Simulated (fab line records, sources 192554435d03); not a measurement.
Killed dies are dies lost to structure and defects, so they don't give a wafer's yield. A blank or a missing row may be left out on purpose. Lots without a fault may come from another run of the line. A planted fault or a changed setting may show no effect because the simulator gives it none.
Split-lot experiment | flow n5_finfet | 7 lots, 21 wafers read, on a route of 1938 steps

THE SPLIT
At N5_BEOL_M4_TRENCH_ETCH_37 (etches SiOC in C4F6/O2, target depth 55.555 nm, time 29.2 s), the setting time_s was moved away from the recipe's 29.2 s on 9 of the 21 wafers read, by -22.4% to +21.9%. The other wafers ran this setting at the recipe's value.

FROM THE SPLIT TO THE READING: what the file shows between them, 13 steps
- N5_BEOL_M4_ETCH_41: etches SiCN in CH3F/O2, target depth 29.9 nm, time 52.5 s
- N5_BEOL_M4_STRIP_97: strips in N2/H2, time 10 s
- N5_BEOL_M4_OCD_MEAS_38
- N5_BEOL_M4_HM_STRIP_39: strips TiN in peroxide tin strip, target depth 25 nm, time 158 s
- N5_BEOL_M4_SRD_40: time 30 s
- N5_BEOL_M4_ECD_50: material Cu, target thk 300 nm
- N5_BEOL_M4_ANNEAL_51: time 90 s
- N5_BEOL_M4_CMP_52: polishes, stops on SiOC, t overpolish 6.8 s, target thk 40 nm
- N5_BEOL_M4_THK_MEAS_53: measures by xrf
- N5_BEOL_M4_PRE_CLEAN_60: time 15 s
- N5_BEOL_M4_CO_CAP_55: material Co, precursor CCTBA/H2, target thk 2 nm, time 102.1 s
- N5_BEOL_M4_PRE_CLEAN_56: time 15 s
- N5_BEOL_M4_DEP_57: deposits SiCN from 3MS/NH3, target thk 8 nm, time 14 s

THE READING
M4_RS, in ohm/sq, at N5_BEOL_M4_RS_MEAS_58 (measures by four-point-probe). Fault-free wafers of this fab line usually give 0.67 ohm/sq, standard deviation 0.033 ohm/sq.

wafer  | tool, chamber at the split | time_s as run, s | against the recipe | M4_RS, ohm/sq | against lot-mates on the recipe
L076.3 | rie_diel-06, 3             | 22.65            | -22.4%             | 1.20          | +0.56
L076.4 | rie_diel-06, 2             | 29.2             | recipe             | 0.64          | -
L076.6 | rie_diel-06, 3             | 22.65            | -22.4%             | 1.21          | +0.57
L078.2 | rie_diel-03, 2             | 29.2             | recipe             | 0.70          | -
L078.3 | rie_diel-03, 0             | 29.2             | recipe             | 0.69          | -
L078.5 | rie_diel-03, 1             | 29.2             | recipe             | 0.66          | -
L081.1 | rie_diel-03, 0             | 35.59            | +21.9%             | 0.51          | -0.19
L081.5 | rie_diel-03, 2             | 29.2             | recipe             | 0.72          | -
L081.6 | rie_diel-03, 3             | 29.2             | recipe             | 0.68          | -
L082.1 | rie_diel-02, 2             | 29.2             | recipe             | 0.61          | -
L082.4 | rie_diel-02, 0             | 29.2             | recipe             | 0.62          | -
L082.5 | rie_diel-02, 1             | 29.2             | recipe             | 0.66          | -
L083.1 | rie_diel-03, 2             | 24.39            | -16.5%             | 1.00          | +0.33
L083.4 | rie_diel-03, 1             | 24.39            | -16.5%             | 0.90          | +0.23
L083.6 | rie_diel-03, 3             | 29.2             | recipe             | 0.67          | -
L088.1 | rie_diel-03, 0             | 25.53            | -12.6%             | 0.79          | +0.17
L088.2 | rie_diel-03, 2             | 25.53            | -12.6%             | 0.81          | +0.19
L088.6 | rie_diel-03, 0             | 29.2             | recipe             | 0.62          | -
L093.1 | rie_diel-06, 1             | 25.83            | -11.5%             | 0.85          | +0.17
L093.4 | rie_diel-06, 2             | 29.2             | recipe             | 0.68          | -
L093.5 | rie_diel-06, 0             | 25.83            | -11.5%             | 0.88          | +0.20

THE FIT
A straight line over all 21 wafers: M4_RS changes by -0.0164 ohm/sq for each +1% of time_s; r = -0.91; the points scatter about the line by 0.08 ohm/sq.
The same after taking each lot's own level away (the mean of its wafers on the recipe; 21 wafers): -0.0174 ohm/sq for each +1%; r = -0.93; scatter 0.073 ohm/sq.
On that fit, the largest move of time_s shifts the reading by 0.39 ohm/sq.
The lots' own levels span 0.620 to 0.700 ohm/sq, that is 2.4 times the standard deviation above.
So the lot-to-lot level changes the slope little: the two slopes agree.
Check: with one of the wafers moved furthest among these (-22.4%) left out of the fit, the line predicts +0.375 ohm/sq for it against its lot-mates. It came out at +0.56 ohm/sq against them.

OTHER SPLITS ON THESE WAFERS
These wafers also went through other splits before the reading. Each is held against what the fit with the lots' levels taken away leaves over:
other split on the same wafers | wafers away from the commonest value | r with M4_RS (lot level and that fit taken away)
N5_BEOL_M2_EXPOSE_08 dose_mj   | 7                                    | +0.29
N5_BEOL_M3_DESCUM_33 time_s    | 8                                    | -0.66
N5_BEOL_M4_DESCUM_16 time_s    | 5                                    | -0.02
N5_BEOL_M4_ETCH_64 bias_w      | 5                                    | +0.25

THE WHOLE CHAIN: every reading that the file lists as answering this split, in the file's order
step                      | what it does                                                  | reading                                                                      | change (the file's fit)               | r (the file's)
N5_BEOL_M4_TRENCH_ETCH_37 | etches SiOC in C4F6/O2, target depth 55.555 nm, time 29.2 s   | BEOL_M4.feature_depth_nm (the simulator's own value, which no gauge read)    | +0.572 nm for each +1% of the setting | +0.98
N5_BEOL_M4_TRENCH_ETCH_37 | etches SiOC in C4F6/O2, target depth 55.555 nm, time 29.2 s   | etch.depth_nm (the simulator's own value, which no gauge read)               | +0.57 nm for each +1% of the setting  | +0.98
N5_BEOL_M4_OCD_MEAS_38    |                                                               | trench_depth_nm                                                              | +0.57 nm for each +1% of the setting  | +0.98
N5_BEOL_M4_CMP_52         | polishes, stops on SiOC, t overpolish 6.8 s, target thk 40 nm | Cu_of_BEOL_M4_ECD_50.thk_nm (the simulator's own value, which no gauge read) | +0.597 nm for each +1% of the setting | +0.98
N5_BEOL_M4_THK_MEAS_53    | measures by xrf                                               | M4_THK                                                                       | +0.598 for each +1% of the setting    | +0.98
N5_BEOL_M4_RS_MEAS_58     | measures by four-point-probe                                  | M4_RS                                                                        | -0.0168 for each +1% of the setting   | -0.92

THE FILE'S OWN FIT
M4_RS changes by -0.0168 ohm/sq for each +1% of time_s, r = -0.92.
